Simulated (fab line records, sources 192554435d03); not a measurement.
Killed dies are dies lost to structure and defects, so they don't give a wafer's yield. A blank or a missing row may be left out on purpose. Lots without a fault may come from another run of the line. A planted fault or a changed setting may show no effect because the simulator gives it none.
Split-lot experiment | flow n5_finfet | 7 lots, 39 wafers read, on a route of 1938 steps

THE SPLIT
At N5_BEOL_M9_DESCUM_16 (chemistry O2, time 7.9 s), the setting time_s was moved away from the recipe's 7.9 s on 18 of the 39 wafers read, by -45.8% to +38.1%. The other wafers ran this setting at the recipe's value.

The reading is taken at the split's own step.

THE READING
CAR-ArF_of_BEOL_M9_COAT_05.thk_nm (the simulator's own value, which no gauge read), in nm, at N5_BEOL_M9_DESCUM_16 (chemistry O2, time 7.9 s). The file gives no usual value for it. The 21 wafers here that ran the recipe average 83.4 nm, standard deviation 0.19 nm.

wafer  | tool, chamber at the split | time_s as run, s | against the recipe | CAR-ArF_of_BEOL_M9_COAT_05.thk_nm, nm | against lot-mates on the recipe
L078.1 | rie_diel-05, 1,0,2         | 7.9              | recipe             | 83.4                                  | -
L078.2 | rie_diel-05, 1,0,2         | 7.9              | recipe             | 83.4                                  | -
L078.4 | rie_diel-05, 1,0,2         | 7.9              | recipe             | 83.4                                  | -
L078.3 | rie_diel-05, 3             | 10.91            | +38.1%             | 81.6                                  | -1.8
L078.5 | rie_diel-05, 3             | 10.91            | +38.1%             | 81.6                                  | -1.8
L078.6 | rie_diel-05, 2             | 10.91            | +38.1%             | 81                                    | -2.4
L079.1 | rie_diel-06, 3,1,0         | 5.222            | -33.9%             | 85                                    | +1.5
L079.2 | rie_diel-06, 3,1,0         | 5.222            | -33.9%             | 85                                    | +1.5
L079.4 | rie_diel-06, 3,1,0         | 5.222            | -33.9%             | 85                                    | +1.5
L079.3 | rie_diel-06, 2,1           | 7.9              | recipe             | 83.4                                  | -
L079.5 | rie_diel-06, 2,1           | 7.9              | recipe             | 83.4                                  | -
L079.6 | rie_diel-06, 2             | 7.9              | recipe             | 83.6                                  | -
L082.1 | rie_diel-02, 2             | 7.9              | recipe             | 83.4                                  | -
L082.4 | rie_diel-02, 2             | 7.9              | recipe             | 83.4                                  | -
L082.6 | rie_diel-02, 0             | 7.9              | recipe             | 83.6                                  | -
L086.1 | rie_diel-02, 2,1           | 7.9              | recipe             | 83.6                                  | -
L086.3 | rie_diel-02, 2,1           | 7.9              | recipe             | 83.6                                  | -
L086.2 | rie_diel-02, 3             | 10.18            | +28.9%             | 82.4                                  | -1.3
L086.6 | rie_diel-02, 3             | 10.18            | +28.9%             | 82.4                                  | -1.3
L086.4 | rie_diel-02, 2             | 10.18            | +28.9%             | 82.2                                  | -1.5
L086.5 | rie_diel-02, 1             | 7.9              | recipe             | 83.8                                  | -
L090.1 | rie_diel-02, 3             | 7.9              | recipe             | 83.2                                  | -
L090.2 | rie_diel-02, 0,1,2         | 9.511            | +20.4%             | 82.2                                  | -1.0
L090.3 | rie_diel-02, 0,1,2         | 9.511            | +20.4%             | 82.2                                  | -1.0
L090.4 | rie_diel-02, 0,1,2         | 9.511            | +20.4%             | 82.2                                  | -1.0
L090.5 | rie_diel-02, 1             | 7.9              | recipe             | 83                                    | -
L090.6 | rie_diel-02, 2             | 7.9              | recipe             | 83.4                                  | -
L093.1 | rie_diel-05, 0,3           | 7.9              | recipe             | 83.4                                  | -
L093.4 | rie_diel-05, 0,3           | 7.9              | recipe             | 83.4                                  | -
L093.2 | rie_diel-05, 1,2           | 4.28             | -45.8%             | 85.6                                  | +2.3
L093.3 | rie_diel-05, 1,2           | 4.28             | -45.8%             | 85.6                                  | +2.3
L093.5 | rie_diel-05, 3             | 4.28             | -45.8%             | 85.8                                  | +2.5
L093.6 | rie_diel-05, 0             | 7.9              | recipe             | 83.2                                  | -
L097.1 | rie_diel-02, 0,1,0         | 10.04            | +27.1%             | 82                                    | -1.3
L097.3 | rie_diel-02, 0,1,0         | 10.04            | +27.1%             | 82                                    | -1.3
L097.6 | rie_diel-02, 0,1,0         | 10.04            | +27.1%             | 82                                    | -1.3
L097.2 | rie_diel-02, 3             | 7.9              | recipe             | 83                                    | -
L097.4 | rie_diel-02, 2,3           | 7.9              | recipe             | 83.4                                  | -
L097.5 | rie_diel-02, 2,3           | 7.9              | recipe             | 83.4                                  | -
Where a row lists several chambers, the file gives one row for several wafers and doesn't say which wafer went through which chamber.

THE FIT
A straight line over all 39 wafers: CAR-ArF_of_BEOL_M9_COAT_05.thk_nm changes by -0.049 nm for each +1% of time_s; r = -0.98; the points scatter about the line by 0.21 nm.
The same after taking each lot's own level away (the mean of its wafers on the recipe; 39 wafers): -0.0491 nm for each +1%; r = -0.99; scatter 0.14 nm.
On that fit, the largest move of time_s shifts the reading by 2.3 nm.
The lots' own levels span 83.20 to 83.67 nm, that is 2.5 times the standard deviation above.
So the lot-to-lot level changes the slope little: the two slopes agree.
Check: with one of the wafers moved furthest among these (-45.8%) left out of the fit, the line predicts +2.25 nm for it against its lot-mates. It came out at +2.27 nm against them.

OTHER SPLITS ON THESE WAFERS
These wafers also went through other splits before the reading. Each is held against what the fit with the lots' levels taken away leaves over:
other split on the same wafers           | wafers away from the commonest value | r with CAR-ArF_of_BEOL_M9_COAT_05.thk_nm (lot level and that fit taken away)
N5_BEOL_M5_TRENCH_ETCH_37 target_depth_a | 15                                   | +0.09
N5_BEOL_M8_ILD_DEP_00 target_thk_a       | 15                                   | -0.28

THE FILE'S OWN FIT
CAR-ArF_of_BEOL_M9_COAT_05.thk_nm changes by -0.0491 nm for each +1% of time_s, r = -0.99.
